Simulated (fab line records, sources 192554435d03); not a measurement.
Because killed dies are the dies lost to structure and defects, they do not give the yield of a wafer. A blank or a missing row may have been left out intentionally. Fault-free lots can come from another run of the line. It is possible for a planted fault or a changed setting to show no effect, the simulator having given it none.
fab line records	flow n5-finfet
record: lots: 10	wafers: 30	last-day: 17
route steps=1938 shown BEOL_M12@1636 BEOL_M15@1809 MIM_TOP_ETCH@1853 TV_OPEN@1889 PASSIVATION@1936
lots that met no fault: taken from a fault-free run of the same line
start-h: start of the lot's first displayed wafer, in hours after the record's first day	wait-h: how many hours have passed since the lot's step before this one	" unchanged from the row above	L1.1+2: a row that stands for several wafers	- no value, or no start given	* or withheld: withheld	< > ~ a bound
route shown NAME@n: NAME is a module with steps in the file, n the number in the route of the first one	usual: mean/standard deviation taken from wafers without a fault	same: alike in all rows	chamber/n: place in a boat	sites: each site's reading	_std_site: their standard deviation	_edge_site: outer sites' mean less inner sites'	radius-mm: for every site, how far away it sits from the centre of the wafer	mask NAME#n: copy n	behind: the tool/chamber that last shaped the wafer	hold: what put the lot on hold/how long, in hours/how the hold closed	device: which transistor (n, p or np) failed to switch	end of line: the route-end tests of the same wafers	step lacking rows: just its recipe	killed: dies that structure and defects cost at the first sort, which is not the same as the wafer's yield	map: the dies of a wafer, with x for killed, . for not killed, _ for no die there
set.NAME: the run value of the setting; set.NAME@STEP: its run value at that earlier step	model.NAME: the simulator's own value behind a step, which no gauge read
one table for each step of the route and one row for each wafer, over a sample of lots
services: the hour from which a tool's chamber was out of use, counted from the record's first day as start-h (under 0 if before that day), plus the number of hours and why
== steps ==
step: N5_BEOL_M12_ETCH_67
recipe: chemistry: CF4	target: SiARC	target-depth-a: 1430	time-s: 238.3	ion-energy-ev: 80	pressure-mtorr: 40	source-w: 545	bias-w: 36	Ar_flow_sccm: 100	cf4-flow-sccm: 100	ends: cleared
usual: cf4-flow-sccm: 100.03/0.29	drypump-motor-current-A: 5.6/0.44	etch-rf-on-time-s: 236/3.6	oes-product-au: 0.67/0.063	rf-vpp-V: 184.0/1.2	showerhead-plenum-p-Torr: 2.14/0.068	throttle-valve-pct: 15.74/0.27
lot.wafer	tool	chamber	start-h	wait-h	cf4-flow-sccm	drypump-motor-current-A	etch-rf-on-time-s	oes-product-au	rf-hours-counter-h	rf-vpp-V	showerhead-plenum-p-Torr	throttle-valve-pct
L367.1	rie-diel-01	1	247.78	0.0	99.71	6.1	237	0.64	141	183.7	2.06	15.93
L367.2	"	0	"	"	100.60	5.9	235	0.79	34	185.0	2.18	15.45
L367.6	"	0	"	"	100.44	5.9	235	0.79	-	184.8	2.19	15.44
L368.1	rie-diel-01	0	248.63	0.0	100.39	5.9	234	0.79	35	184.1	2.18	15.45
L368.4	"	2	"	"	99.88	5.6	237	0.75	52	185.4	2.26	15.21
L368.6	"	0	"	"	100.64	5.9	235	0.78	-	185.5	2.18	15.44
L369.4	rie-diel-01	3	256.05	0.0	99.98	6.2	232	0.68	126	185.3	2.23	15.98
L369.5	"	0	"	"	100.19	5.9	230	0.80	-	185.9	2.18	15.44
L369.6	"	1	"	"	99.55	6.1	233	0.64	-	182.8	2.06	15.92
L370.1	rie-diel-04	2	264.17	0.0	100.06	5.6	237	0.73	52	185.0	2.17	15.78
L370.3	"	1	"	"	99.46	4.7	234	0.82	4	183.3	2.11	15.47
L370.4	"	0	"	"	100.23	5.5	231	0.73	67	184.6	2.17	15.73
L371.2	rie-diel-01	1	280.73	0.0	99.98	6.1	235	0.64	156	182.3	2.06	15.95
L371.4	"	2	"	"	100.13	5.6	237	0.73	66	186.0	2.25	15.23
L371.6	"	0	"	"	99.94	5.9	232	0.77	-	184.5	2.18	15.47
L373.1	rie-diel-01	1	281.22	0.0	99.69	6.1	234	0.63	157	183.6	2.06	15.95
L373.2	"	0	"	"	100.21	5.9	231	0.77	49	183.6	2.18	15.46
L373.6	"	3	"	"	100.02	6.2	231	0.68	-	184.8	2.23	15.98
L375.1	rie-diel-02	0	297.04	0.0	100.48	5.6	239	0.62	214	183.5	2.12	16.01
L375.2	"	1	"	"	99.88	5.4	239	0.73	54	184.1	2.09	15.44
L375.4	"	2	"	"	100.23	5.0	241	0.59	218	183.0	2.03	16.02
L385.2	rie-diel-01	3	355.38	0.0	99.91	6.2	235	0.65	162	183.8	2.22	16.04
L385.3	"	2	"	"	99.91	5.6	234	0.70	89	185.4	2.24	15.28
L385.6	"	1	"	"	99.98	6.1	236	0.62	-	181.3	2.05	16.02
L387.3	rie-diel-02	3	365.49	0.0	99.74	4.9	242	0.59	226	184.3	2.12	15.79
L387.4	"	0	"	"	99.62	5.6	244	0.59	240	183.7	2.11	16.04
L387.6	"	3	"	"	99.79	4.9	241	0.59	-	184.8	2.12	15.79
L386.1	rie-diel-02	2	377.87	0.0	100.20	5.0	240	0.58	246	182.1	2.03	16.06
L386.3	"	0	"	"	99.78	5.6	245	0.59	244	183.4	2.11	16.06
L386.5	"	1	"	"	99.89	5.4	241	0.69	-	184.3	2.08	15.48
step: N5_BEOL_M15_TRENCH_ETCH_34
recipe: chemistry: C4F8/O2/Ar	target: SiO2	target-depth-a: 8729.3	he-inner-torr: 15	he-outer-torr: 30	time-s: 199	ion-energy-ev: 800	pressure-mtorr: 20	source-w: 1905	bias-w: 2040	Ar_flow_sccm: 400	C4F8_flow_sccm: 16	O2_flow_sccm: 12
usual: drypump-motor-current-A: 5.5/0.51	oes-product-au: 0.78/0.084	rf-vpp-V: 2221/23	showerhead-plenum-p-Torr: 3.44/0.1	throttle-valve-pct: 30.96/0.24
lot.wafer	tool	chamber	start-h	wait-h	drypump-motor-current-A	oes-product-au	rf-hours-counter-h	rf-vpp-V	showerhead-plenum-p-Torr	throttle-valve-pct
L367.1	rie-diel-06	2	263.82	0.0	5.7	0.71	167	2225	3.30	31.33
L367.2	"	1	"	"	5.3	0.83	87	2247	3.48	31.10
L367.6	"	3	"	"	6.8	0.84	-	2240	3.50	30.81
L368.1	rie-diel-03	2	264.72	0.0	4.8	0.89	23	2216	3.38	30.48
L368.4	"	0	"	"	5.3	0.67	221	2258	3.53	30.83
L368.6	"	0	"	"	5.3	0.69	-	2258	3.53	30.83
L369.4	rie-diel-03	3	272.28	0.0	5.1	0.81	114	2193	3.46	30.80
L369.5	"	0	"	"	5.3	0.68	-	2258	3.52	30.83
L369.6	"	3	"	"	5.1	0.81	-	2192	3.46	30.81
L370.1	rie-diel-03	1	283.40	0.0	5.2	0.67	235	2209	3.54	30.89
L370.3	"	3	"	"	5.1	0.80	118	2193	3.46	30.79
L370.4	"	0	"	"	5.4	0.68	226	2256	3.52	30.83
L371.2	rie-diel-05	0	298.00	0.0	5.3	0.72	196	2194	3.43	30.73
L371.4	"	1	"	"	5.6	0.87	30	2258	3.64	31.04
L371.6	"	1	"	"	5.6	0.87	-	2259	3.64	31.04
L373.1	rie-diel-06	3	298.29	0.0	6.8	0.83	77	2240	3.49	30.82
L373.2	"	0	"	"	5.5	0.73	188	2188	3.30	31.24
L373.6	"	1	"	"	5.3	0.82	-	2246	3.47	31.11
L375.1	rie-diel-03	2	316.33	0.0	4.8	0.88	39	2216	3.38	30.51
L375.2	"	0	"	"	5.3	0.68	235	2258	3.52	30.85
L375.4	"	1	"	"	5.2	0.68	243	2209	3.53	30.93
L385.2	rie-diel-05	2	384.00	0.0	6.0	0.87	43	2215	3.36	31.09
L385.3	"	3	"	"	5.4	0.69	233	2218	3.54	30.86
L385.6	"	2	"	"	6.0	0.87	-	2215	3.36	31.11
L387.3	rie-diel-06	0	391.54	0.1	5.5	0.70	-	2187	3.28	31.26
L387.4	"	2	"	"	5.7	0.67	-	2224	3.28	31.37
L387.6	"	2	"	"	5.8	0.68	-	2224	3.28	31.37
L386.1	rie-diel-05	0	397.39	0.0	5.3	0.72	226	2193	3.41	30.78
L386.3	"	2	"	"	6.0	0.87	47	2215	3.36	31.11
L386.5	"	2	"	"	6.0	0.87	-	2214	3.36	31.13
step: N5_MIM_TOP_ETCH_PECVD_03
recipe: material: SiNx	target-thk-a: 200	temp-c: 400	precursor: SiH4/NH3/N2	pressure-torr: 1.5	rf-w: 300	time-s: 17.6
usual: heater-power-w: 737/64	showerhead-plenum-p-Torr: 5.16/0.075	throttle-valve-pct: 40.1/1.5
lot.wafer	tool	chamber	start-h	wait-h	heater-power-w	showerhead-plenum-p-Torr	since-wet-clean-h	throttle-valve-pct
L367.1	pecvd-03	1	269.44	-	761	5.15	1880	39.9
L367.2	"	0	"	"	735	5.27	1155	38.6
L367.6	"	0	"	"	755	5.27	-	38.7
L368.1	pecvd-02	0	272.56	-	861	5.27	976	40.2
L368.4	"	1	"	"	817	5.10	-	38.6
L368.6	"	0	"	"	855	5.27	-	40.3
L369.4	pecvd-02	1	279.52	-	678	5.11	-	38.6
L369.5	"	2	"	"	796	5.12	-	36.7
L369.6	"	0	"	"	774	5.26	-	40.6
L370.1	pecvd-03	1	293.95	-	757	5.16	1904	39.9
L370.3	"	2	"	"	781	5.10	425	40.0
L370.4	"	0	"	"	759	5.28	-	38.5
L371.2	pecvd-03	1	306.24	-	775	5.16	1916	39.8
L371.4	"	1	"	"	791	5.16	-	40.0
L371.6	"	2	"	"	765	5.09	-	40.2
L373.1	pecvd-03	1	307.58	-	781	5.15	1918	39.7
L373.2	"	2	"	"	654	5.09	439	39.8
L373.6	"	0	"	"	732	5.28	-	38.6
L375.1	pecvd-04	2	327.15	-	710	5.22	640	40.6
L375.2	"	1	"	"	687	5.04	2119	43.0
L375.4	"	0	"	"	647	5.16	-	40.8
L385.2	pecvd-03	2	391.99	-	740	5.09	523	40.6
L385.3	"	0	"	"	702	5.27	1277	38.6
L385.6	"	1	"	"	816	5.18	-	39.8
L387.3	pecvd-03	0	400.20	-	779	5.27	1285	38.7
L387.4	"	2	"	"	721	5.09	-	40.8
L387.6	"	1	"	"	787	5.16	-	39.5
L386.1	pecvd-03	0	404.91	-	745	5.26	1290	38.6
L386.3	"	2	"	"	712	5.09	536	40.9
L386.5	"	2	"	"	715	5.09	-	40.4
step: N5_PASSIVATION_STRIP_14
recipe: chemistry: O2	power-w: 600	temp-c: 60	pressure-mtorr: 30	rf-frequency-hz: 6e+07	bias-power-w: 0	overash-fraction: 0.5	o2-flow-sccm: 225
usual: drypump-motor-current-A: 5.5/0.48	oes-product-au: 0.78/0.083	rf-vpp-V: 3.6/0.91	showerhead-plenum-p-Torr: 2.09/0.067	throttle-valve-pct: 16.70/0.23
lot.wafer	tool	chamber	start-h	wait-h	drypump-motor-current-A	oes-product-au	rf-hours-counter-h	rf-vpp-V	showerhead-plenum-p-Torr	throttle-valve-pct
L367.1	rie-diel-03	1	271.96	0.1	5.2	0.69	232	3.6	2.15	16.74
L367.2	"	0	"	"	5.3	0.69	222	4.5	2.16	16.75
L367.6	"	2	"	"	4.8	0.87	-	3.0	2.05	16.14
L368.1	rie-diel-06	2	275.21	0.1	5.7	0.73	170	2.2	2.00	17.08
L368.4	"	3	"	"	6.8	0.83	69	3.6	2.12	16.44
L368.6	"	0	"	"	5.5	0.73	-	3.7	2.00	16.95
L369.4	rie-diel-03	0	283.18	0.1	5.3	0.68	225	2.0	2.16	16.74
L369.5	"	2	"	"	4.8	0.89	-	3.9	2.05	16.17
L369.6	"	1	"	"	5.2	0.68	-	3.3	2.15	16.77
L370.1	rie-diel-05	0	298.63	0.1	5.3	0.73	197	3.8	2.07	16.50
L370.3	"	3	"	"	5.4	0.73	208	3.3	2.17	16.78
L370.4	"	1	"	"	5.6	0.88	30	3.0	2.22	16.66
L371.2	rie-diel-05	0	309.00	0.1	5.3	0.72	200	3.1	2.07	16.49
L371.4	"	1	"	"	5.6	0.88	33	2.7	2.22	16.67
L371.6	"	2	"	"	6.0	0.91	-	3.8	2.05	16.60
L373.1	rie-diel-05	3	311.44	0.1	5.4	0.71	212	3.1	2.17	16.75
L373.2	"	1	"	"	5.6	0.86	34	2.7	2.22	16.67
L373.6	"	2	"	"	6.0	0.94	-	3.8	2.05	16.60
L375.1	rie-diel-06	0	329.81	0.1	5.5	0.72	198	3.5	2.00	16.96
L375.2	"	1	"	"	5.4	0.82	108	2.3	2.11	16.76
L375.4	"	3	"	"	6.8	0.83	87	2.3	2.11	16.46
L385.2	rie-diel-06	1	395.89	0.2	5.3	0.82	121	2.7	2.11	16.78
L385.3	"	2	"	"	5.7	0.68	-	2.9	1.99	17.13
L385.6	"	2	"	"	5.7	0.70	-	5.3	1.99	17.10
L387.3	rie-diel-05	1	404.57	0.1	5.6	0.83	62	3.3	2.21	16.72
L387.4	"	2	"	"	6.0	0.86	49	3.0	2.04	16.69
L387.6	"	2	"	"	6.0	0.85	-	4.5	2.04	16.65
L386.1	rie-diel-06	1	407.41	0.1	5.3	0.79	125	3.3	2.11	16.80
L386.3	"	3	"	"	6.8	0.79	109	3.0	2.11	16.52
L386.5	"	1	"	"	5.4	0.81	-	4.5	2.11	16.81
step: N5_PASSIVATION_PROBE_49
usual: defect-limited-yield: 91.1/1.4	killed_at_M0_to_M3: 35/8.7	killed_at_M4_up: 14/5.3	killed-at-contacts: 12/6.2	killed-at-front-end: 41/12	killed-at-other: 3.4/2.6	killed-dies: 105/16	killed-open: 67/13	killed-short: 36/7.3	sort_bin_5_function: 5.2/0.96	sort_bin_6_memory: 3.3/0.6	sort-n-pass: 1075/16	sort-yield-pct: 91.1/1.4
same: gross-dies: 1180	killed-at-back-side: 0	sort_bin_4_leakage[%]: 0	sort_bin_8_speed[%]: 0
lot.wafer	tool	chamber	start-h	wait-h	defect-limited-yield[%]	killed_at_M0_to_M3	killed_at_M4_up	killed-at-contacts	killed-at-front-end	killed-at-other	killed-dies	killed-open	killed-short	sort_bin_5_function[%]	sort_bin_6_memory[%]	sort-n-pass	sort-yield-pct[%]
L371.2	prober-01	-	315.23	0.1	89.0	49	8	14	56	3	130	80	49	6.0	4.5	1050	89.0
L371.4	prober-01	-	315.33	0.2	89.4	46	16	10	51	2	125	89	36	6.2	4.1	1055	89.4
L371.6	prober-01	-	315.43	0.3	79.2	30	142	17	51	5	245	82	30	14.2	3.9	935	79.2
L373.1	prober-02	-	317.92	0.0	88.6	41	24	22	45	2	134	83	50	7.2	3.7	1046	88.6
L373.2	prober-02	-	317.97	0.1	80.4	34	152	14	26	5	231	73	23	12.1	4.6	949	80.4
L373.6	prober-02	-	318.17	0.3	90.3	51	9	18	37	0	115	69	46	5.3	4.1	1065	90.3
killed by level:class
L371.2 BEOL_M1:geometric-particle:open=14 STI_FIN_REVEAL:geometric-particle:open=14 MOL_CONTACT_COAG:geometric-particle:open=11 BEOL_M0_SAQP:geometric-particle:short=10 FIN_SAQP:geometric-particle:short=7 FIN_SAQP:geometric-particle:open=7 BEOL_M3:geometric-particle:open=6 BEOL_M0_SAQP:geometric-particle:open=6
L371.4 STI_FIN_REVEAL:geometric-particle:open=24 BEOL_M0_SAQP:geometric-particle:open=17 FIN_SAQP:geometric-particle:open=9 BEOL_M2:geometric-particle:open=7 MOL_CONTACT_COAG:geometric-particle:open=6 BEOL_M0_SAQP:geometric-particle:short=6 FIN_SAQP:geometric-particle:short=5 MOL_CONTACT_COAG:geometric-particle:short=4
L371.6 BEOL_M12:unspecified=133 MOL_CONTACT_COAG:geometric-particle:open=13 STI_FIN_REVEAL:geometric-particle:open=11 BEOL_M0_SAQP:geometric-particle:open=10 FIN_SAQP:geometric-particle:open=7 ILD0:geometric-particle:open=6 BEOL_M3:geometric-particle:open=6 FIN_SAQP:geometric-particle:short=5
L373.1 MOL_CONTACT_COAG:geometric-particle:open=15 FIN_SAQP:geometric-particle:short=13 BEOL_M4:geometric-particle:open=12 BEOL_M0_SAQP:geometric-particle:open=9 BEOL_M3:geometric-particle:open=9 GATE_CUT:geometric-particle:short=7 MOL_CONTACT_COAG:geometric-particle:short=7 BEOL_M0_SAQP:geometric-particle:short=7
L373.2 BEOL_M12:unspecified=134 BEOL_M4:geometric-particle:open=12 FIN_SAQP:geometric-particle:open=12 MOL_CONTACT_COAG:geometric-particle:open=10 BEOL_M0_SAQP:geometric-particle:open=9 BEOL_M3:geometric-particle:open=7 BEOL_M2:geometric-particle:open=6 BEOL_M1:geometric-particle:open=5
L373.6 BEOL_M0_SAQP:geometric-particle:short=18 MOL_CONTACT_COAG:geometric-particle:open=11 BEOL_M0_SAQP:geometric-particle:open=10 FIN_SAQP:geometric-particle:open=8 MOL_CONTACT_COAG:geometric-particle:short=7 BEOL_M4:geometric-particle:open=7 FIN_SAQP:geometric-particle:short=5 DUMMY_GATE:geometric-particle:open=5
== services ==
tool	chamber	start-h	hours	kind
rie-diel-05	3	240.96	8.6	repair
rie-diel-01	3	270.15	5.9	repair
rie-diel-05	2	283.44	5.7	repair
rie-diel-01	2	285.76	10.5	repair
pecvd-03	0	288.33	5.5	scheduled-down
rie-diel-03	1	291.24	4.8	repair
rie-diel-03	-	296.14	0.2	repair
rie-diel-01	0	307.46	4.7	repair
rie-diel-06	-	307.82	0.2	repair
rie-diel-01	0	314.89	13.9	repair
rie-diel-01	1	329.92	2.2	repair
pecvd-03	2	330.10	2.1	scheduled-down
pecvd-03	0	332.84	21.3	repair
rie-diel-03	0	341.19	7.5	repair
rie-diel-04	3	350.74	3.8	repair
rie-diel-01	-	352.40	0.5	repair
pecvd-02	-	355.41	0.6	repair
pecvd-02	-	365.01	4.3	pm
rie-diel-06	1	372.25	20.2	repair
rie-diel-01	-	374.73	2.8	pm
rie-diel-05	2	385.76	2.4	repair
rie-diel-01	0	391.51	7.0	repair
rie-diel-06	0	394.34	4.2	repair
rie-diel-05	0	407.32	6.0	repair
== key ==
first-sign: step: N5_PASSIVATION_PROBE_49	reading: killed_at_M4_up	direction: up	sigmas: 25	usual: 14	struck: 147
effect: step: N5_PASSIVATION_PROBE_49	reading: defect-limited-yield	direction: down	sigmas: 8.2	usual: 91.1	struck: 79.8
more-kills-born-at: N5_BEOL_M12_ETCH_67@rie-diel-01: 267
met-at N5_BEOL_M12_ETCH_67
struck-lots L371,L373
struck-wafers L371.6,L373.2
not-acting-at N5_BEOL_M15_TRENCH_ETCH_34,N5_MIM_TOP_ETCH_PECVD_03,N5_PASSIVATION_STRIP_14
onset-between 256.05 280.73
fault: kind: chamber-particle-source	tool: rie-diel-01	chamber: 0	onset-h: 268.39	steps: N5_BEOL_M12_ETCH_67	rate-per-visit-cm2: 1.1282	end-h: 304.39
